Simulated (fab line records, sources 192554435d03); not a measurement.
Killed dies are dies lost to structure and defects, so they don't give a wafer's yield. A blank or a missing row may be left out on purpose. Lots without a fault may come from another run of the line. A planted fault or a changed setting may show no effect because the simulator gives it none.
Which tool did it? | flow n5_finfet | 11 lots, 33 wafers sampled, at 5 steps of a route of 1938

WHAT THE GAUGES READ, wafer by wafer
N5_DUMMY_GATE_OVL_MEAS_16.
lot  | measured    | on         | GATE_OVL (nm)
L075 | day 3 05:22 | overlay-02 | 1.0 0.1 0.7
L077 | day 3 19:59 | overlay-02 | 0.4 0.2 -0.5
L079 | day 4 04:02 | overlay-01 | 0.8 1.3 1.2
L081 | day 5 00:33 | overlay-02 | 0.3 -0.1 -0.6
L084 | day 5 12:31 | overlay-02 | -0.7 -0.7 -1.0
L086 | day 6 07:24 | overlay-02 | 0.2 0.8 0.2
L088 | day 6 14:01 | overlay-02 | 0.7 0.7 0.5
L090 | day 7 01:33 | overlay-02 | 0.1 1.7 1.2
L092 | day 7 11:08 | overlay-02 | 0.4 -0.8 0.2
L095 | day 8 05:33 | overlay-01 | -0.5 1.0 0.2
L097 | day 8 19:25 | overlay-02 | 0.4 0.6 0.9

WHICH TOOL RAN EACH LOT (tool, then ch and the chambers of the sampled wafers, then the start)
lot  | N5_FIN_SAQP_RECESS_75             | N5_FIN_SAQP_ETCH_57               | N5_FIN_SAQP_RECESS_71             | N5_FIN_CUT_ETCH_20
L075 | vapor_etch-01 ch 0,1, day 2 04:32 | rie_diel-01 ch 1,2, day 2 05:52   | vapor_etch-02 ch 0,1, day 2 06:57 | rie_diel-04 ch 2,3, day 2 09:05
L077 | vapor_etch-01 ch 0,1, day 2 17:58 | rie_diel-05 ch 0,1,3, day 2 19:19 | vapor_etch-01 ch 0,1, day 2 20:16 | rie_diel-04 ch 0,1,2, day 2 22:28
L079 | vapor_etch-01 ch 0,1, day 3 04:26 | rie_diel-01 ch 0,1,2, day 3 05:40 | vapor_etch-02 ch 0,1, day 3 06:37 | rie_diel-04 ch 0,2, day 3 08:32
L081 | vapor_etch-01 ch 0,1, day 3 23:46 | rie_diel-03 ch 0,2,3, day 4 02:41 | vapor_etch-02 ch 0, day 4 03:31   | rie_diel-04 ch 1,3, day 4 05:32
L084 | vapor_etch-01 ch 0,1, day 4 10:41 | rie_diel-05 ch 0,2,3, day 4 12:02 | vapor_etch-01 ch 0,1, day 4 12:53 | rie_diel-02 ch 0,2,3, day 4 14:39
L086 | vapor_etch-01 ch 0,1, day 5 03:46 | rie_diel-03 ch 0,2,3, day 5 08:29 | vapor_etch-01 ch 0,1, day 5 09:47 | rie_diel-04 ch 2,3, day 5 12:29
L088 | vapor_etch-01 ch 0,1, day 5 11:38 | rie_diel-01 ch 0,1,3, day 5 13:06 | vapor_etch-01 ch 0,1, day 5 14:25 | rie_diel-04 ch 0,1, day 5 16:30
L090 | vapor_etch-01 ch 0,1, day 6 00:07 | rie_diel-01 ch 1,2,3, day 6 01:35 | vapor_etch-01 ch 0,1, day 6 03:24 | rie_diel-02 ch 0,1,3, day 6 05:17
L092 | vapor_etch-01 ch 0,1, day 6 11:41 | rie_diel-05 ch 2,3, day 6 13:03   | vapor_etch-02 ch 0,1, day 6 14:34 | rie_diel-04 ch 0,2,3, day 6 16:24
L095 | vapor_etch-02 ch 0,1, day 7 05:59 | rie_diel-01 ch 0,3, day 7 07:35   | vapor_etch-01 ch 0,1, day 7 08:34 | rie_diel-06 ch 0,2, day 7 11:01
L097 | vapor_etch-01 ch 0, day 7 19:17   | rie_diel-03 ch 0,1,3, day 7 20:56 | vapor_etch-02 ch 0,1, day 7 21:55 | rie_diel-06 ch 1,3, day 8 00:09
- N5_FIN_SAQP_RECESS_75: chemistry HF/NH3, target SiO2, target depth 14.4 nm, afs cycles 3, sublimation time 60 s.
- N5_FIN_SAQP_ETCH_57: etches SiNx in CH3F/O2, target depth 32.5 nm, time 46.4 s.
- N5_FIN_SAQP_RECESS_71: chemistry HF/NH3, target SiO2, target depth 3 nm, afs cycles 1, sublimation time 60 s.
- N5_FIN_CUT_ETCH_20: etches SiARC in CF4, target depth 26 nm, time 43.3 s.

THE ANSWER, worked out from the rows above alone
Rule: what is usual is taken from the lots themselves. Put in order of their means at a reading, lots are off if they are a third of the lots or fewer, leave a main group of 4 or more, and stand apart from it by a gap of 3 or more times the standard deviation of the main group's means; of several such gaps the widest counts. A main group whose means are all the same, to the digits that the tables above print for the reading, isn't used. A lot without any number at a reading at which 4 lots or more have one is off too. The other lots that the step has rows for count as sound.
No lot is off at any reading shown: from this, nothing can be told.

WHAT THE SIMULATOR HAD PUT IN
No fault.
